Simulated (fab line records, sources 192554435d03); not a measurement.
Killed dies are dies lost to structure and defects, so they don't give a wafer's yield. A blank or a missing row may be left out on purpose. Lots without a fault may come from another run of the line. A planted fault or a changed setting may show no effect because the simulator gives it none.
One fault seen from 2 desks | flow n5_finfet | each desk has only its own numbers; what lay behind them comes last

THE METROLOGY DESK
What the gauges read, lot by lot, whatever tool the lot ran on: means of the sampled wafers that have a number. A lot is out of limits, marked OUT, if its mean lies more than 4 standard deviations from the usual mean; the brackets give that distance. Of its 10 readings 7 are shown: those that lie furthest out on some lot.
Columns: A = IOFF_N at N5_BEOL_M4_RC_MEAS_101, usual 0.148 nA/um; B = IOFF_P at N5_BEOL_M4_RC_MEAS_101, usual 0.20 nA/um; C = ION_N at N5_BEOL_M4_RC_MEAS_101, usual 672 uA/um; D = ION_P at N5_BEOL_M4_RC_MEAS_101, usual 462 uA/um; E = SS_N at N5_BEOL_M4_RC_MEAS_101, usual 71.2 mV/dec; F = VT_N at N5_BEOL_M4_RC_MEAS_101, usual 251 mV; G = VT_P at N5_BEOL_M4_RC_MEAS_101, usual -251 mV
lot  | first seen here | A     | B    | C   | D   | E    | F   | G
L397 | day 11 02:27    | 0.155 | 0.22 | 669 | 463 | 71.1 | 249 | -250
L398 | day 11 07:17    | 0.178 | 0.25 | 672 | 464 | 72.4 | 250 | -247
L405 | day 12 18:56    | 0.167 | 0.20 | 671 | 452 | 71.6 | 252 | -252
L408 | day 13 23:01    | 0.185 | 0.24 | 694 | 475 | 71.0 | 248 | -247
This desk's finding: nothing out of limits on any of the 4 lots.

THE TOOL OWNER'S DESK: pecvd-03
The tool's own readings at N5_BEOL_M3_ILD_DEP_00 (deposits SiOC from DEMS/O2, target thk 79 nm, time 15.3 s): means of the sampled wafers that have a number, for each lot that ran on this tool. A lot is out of limits, marked OUT, if its mean lies more than 4 standard deviations from the usual mean; the brackets give that distance.
Columns: A = heater_power_outer_w at N5_BEOL_M3_ILD_DEP_00, usual 245 W; B = heater_power_w at N5_BEOL_M3_ILD_DEP_00, usual 469 W; C = showerhead_plenum_p_Torr at N5_BEOL_M3_ILD_DEP_00, usual 5.699 Torr; D = susceptor_temp_C at N5_BEOL_M3_ILD_DEP_00, usual 349.98 C; E = throttle_valve_pct at N5_BEOL_M3_ILD_DEP_00, usual 12.0 %
lot  | first seen here | A   | B   | C     | D                | E
L397 | day 10 05:50    | 163 | 356 | 5.693 | 343.38 (-33) OUT | 11.9
L398 | day 10 08:57    | 224 | 425 | 5.689 | 343.73 (-31) OUT | 11.6
L408 | day 12 17:50    | 244 | 448 | 5.695 | 349.94           | 12.0
This desk's finding: out of limits on L397, L398; first on L397, day 10 05:50 (susceptor_temp_C at N5_BEOL_M3_ILD_DEP_00). In limits: L408.

PUT TOGETHER
The tool owner's desk could have raised an alarm at day 10 05:50, on L397, L398.
The metrology desk saw nothing out of limits.
The metrology desk has L397, L398 on record, within its limits.
Of the lots named, all ran N5_BEOL_M3_ILD_DEP_00 on pecvd-03.

WHAT THE SIMULATOR HAD PUT IN
Process parameter drift: pecvd-03, from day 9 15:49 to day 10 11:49, at N5_BEOL_M3_ILD_DEP_00. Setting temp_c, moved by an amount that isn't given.
Lots struck among those shown: L397, L398.
Hours from the fault's start to each desk's first reading out of limits: the tool owner's desk, 14.
